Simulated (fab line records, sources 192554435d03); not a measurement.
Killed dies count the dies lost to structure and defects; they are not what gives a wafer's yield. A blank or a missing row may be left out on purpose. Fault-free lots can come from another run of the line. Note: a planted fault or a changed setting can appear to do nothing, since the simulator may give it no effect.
Problem report in the 8D (eight disciplines) form, filled by code + flow n5Finfet + the parts of the form that need people (team, actions taken, sign-off) are left out

== 1. THE ISSUE ==
At N5_BEOL_M11_COAT_05, spinSpeedRpm averages 2058.6 rpm over 6 wafers from 2 lots, while fault-free wafers read 1500.1 rpm, standard deviation 0.77. So: +99 or more standard deviations from the usual mean.
The step: resist thk 90 nm.
Seen first at day 14 13:46 on lithoTrack-01, wafer L422.1. At this step, 33 wafers from 11 lots have a number in the record. Rule for "out", or "out of limits": more than 4 standard deviations from the usual mean. Any other wafer with a number is counted as sound.

== 2. WHAT THIS IS AND IS NOT ==
| question                    | is                     | is not                                                                    |
|-----------------------------|------------------------|---------------------------------------------------------------------------|
| which readings at this step | spinSpeedRpm           | -                                                                         |
| which lots                  | L422, L425             | L409, L410, L411, L412, L415, L416, L417, L426, L427                      |
| which wafers of those lots  | all that have a number | -                                                                         |
| read on which tools         | lithoTrack-01          | lithoTrack-02, lithoTrack-05                                              |
| when                        | from day 14 13:46      | up to then (21 sound wafers); but 6 sound wafers of L426, L427 came after |

== 3. THE SUSPECTS, EACH WITH WHAT RULES IT OUT ==
Counting: a tool stays on the suspect list if, at a process step up to the reading, it processed all lots that are out and no sound lot following the first of them.
- pvdSputter-02 at N5_BEOL_M10_SPUTTER_48 (material Cu, target thk 12 nm, time 2 s): kept. All lots that are out passed through it, beginning with L422 at day 14 10:24, and no sound lot followed; its final sound lot before that point was L416 at day 13 08:56.
- lithoTrack-01 at N5_BEOL_M11_COAT_05 (resist thk 90 nm): kept. All lots that are out passed through it, beginning with L422 at day 14 13:46, and no sound lot followed; its final sound lot before that point was L416 at day 13 14:28. Its own readings are out on those wafers: spinSpeedRpm.
What counting leaves: pvdSputter-02 at N5_BEOL_M10_SPUTTER_48 and lithoTrack-01 at N5_BEOL_M11_COAT_05.

== 4. THE CAUSE (what the simulator had put in) ==
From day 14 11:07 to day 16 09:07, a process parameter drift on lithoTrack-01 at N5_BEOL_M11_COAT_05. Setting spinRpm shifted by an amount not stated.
2 suspects survive the count, and this tool is in that group.

== 5. THE EFFECT CHAIN, in route order ==
Each row: a reading where the mean over the struck wafers with a number is more than 3 standard deviations away from the usual. Readings are gone through only where the record gives a usual standard deviation; hours: the median, over the lots, of the time from a lot's start at the first step in this table giving one to that lot's start at this step; sigmas: the change measured in usual standard deviations.
| hours | step                | reading      | usual      | on struck wafers | change | sigmas      |
|-------|---------------------|--------------|------------|------------------|--------|-------------|
| 0     | N5_BEOL_M11_COAT_05 | spinSpeedRpm | 1500.1 rpm | 2058.6           | +558.5 | +99 or more |
Its process steps:
- N5_BEOL_M11_COAT_05: resist thk 90 nm.

== 6. WHAT WOULD HAVE CAUGHT IT SOONER ==
3 hours passed between the start of the fault at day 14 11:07 and the first reading out of limits in this record, taken at day 14 13:46.
